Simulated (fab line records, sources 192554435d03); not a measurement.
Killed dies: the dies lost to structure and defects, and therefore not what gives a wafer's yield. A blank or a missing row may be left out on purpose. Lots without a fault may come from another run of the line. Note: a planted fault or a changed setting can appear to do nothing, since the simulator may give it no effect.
Chamber matching || flow n5-finfet || N5_BEOL_M4_ETCH_74 on rie-diel-02: 4 sister chambers
The step etches underlayer in N2/H2, target depth 6.5 nm, time 5.2 s. 4 wafers are shown with their chamber, then 8 later ones without.

== WAFERS WITH THEIR CHAMBER ==
{"wafer": "L087.2", "chamber": 1, "drypump-motor-current-A (A)": 6.2}
{"wafer": "L089.2", "chamber": 3, "drypump-motor-current-A (A)": 5.2}
{"wafer": "L089.4", "chamber": 2, "drypump-motor-current-A (A)": 5.7}
{"wafer": "L093.2", "chamber": 0, "drypump-motor-current-A (A)": 6.5}

== WAFERS WITH NO CHAMBER GIVEN ==
{"wafer": "L093.3", "drypump-motor-current-A (A)": 5.7}
{"wafer": "L093.4", "drypump-motor-current-A (A)": 5.2}
{"wafer": "L094.3", "drypump-motor-current-A (A)": 5.7}
{"wafer": "L094.4", "drypump-motor-current-A (A)": 5.2}
{"wafer": "L094.6", "drypump-motor-current-A (A)": 5.7}
{"wafer": "L097.1", "drypump-motor-current-A (A)": 6.1}
{"wafer": "L097.4", "drypump-motor-current-A (A)": 5.7}
{"wafer": "L097.6", "drypump-motor-current-A (A)": 5.2}

== THE CHAMBER EACH PASSED THROUGH ==
{"wafer": "L093.3", "from the rows above": 2, "in truth": 2}
{"wafer": "L093.4", "from the rows above": 3, "in truth": 3}
{"wafer": "L094.3", "from the rows above": 2, "in truth": 2}
{"wafer": "L094.4", "from the rows above": 3, "in truth": 3}
{"wafer": "L094.6", "from the rows above": 2, "in truth": 2}
{"wafer": "L097.1", "from the rows above": 1, "in truth": 1}
{"wafer": "L097.4", "from the rows above": 2, "in truth": 2}
{"wafer": "L097.6", "from the rows above": 3, "in truth": 3}
8 of 8 placed correctly. Left unplaced by these rows: 0. Wrongly placed: 0.
How it was worked out, from the rows above alone: a wafer's distance from a chamber is the root of the sum, over the readings, of the square of ((its reading less the chamber's mean) divided by the reading's scatter). The wafer belongs to the nearest chamber; if the next one is less than 2 further off, it can't be placed. For every chamber, the mean is computed from those of its wafers that are shown. The scatter: root of mean squared gap, hidden wafer to nearest shown wafer, with one shown wafer a chamber.
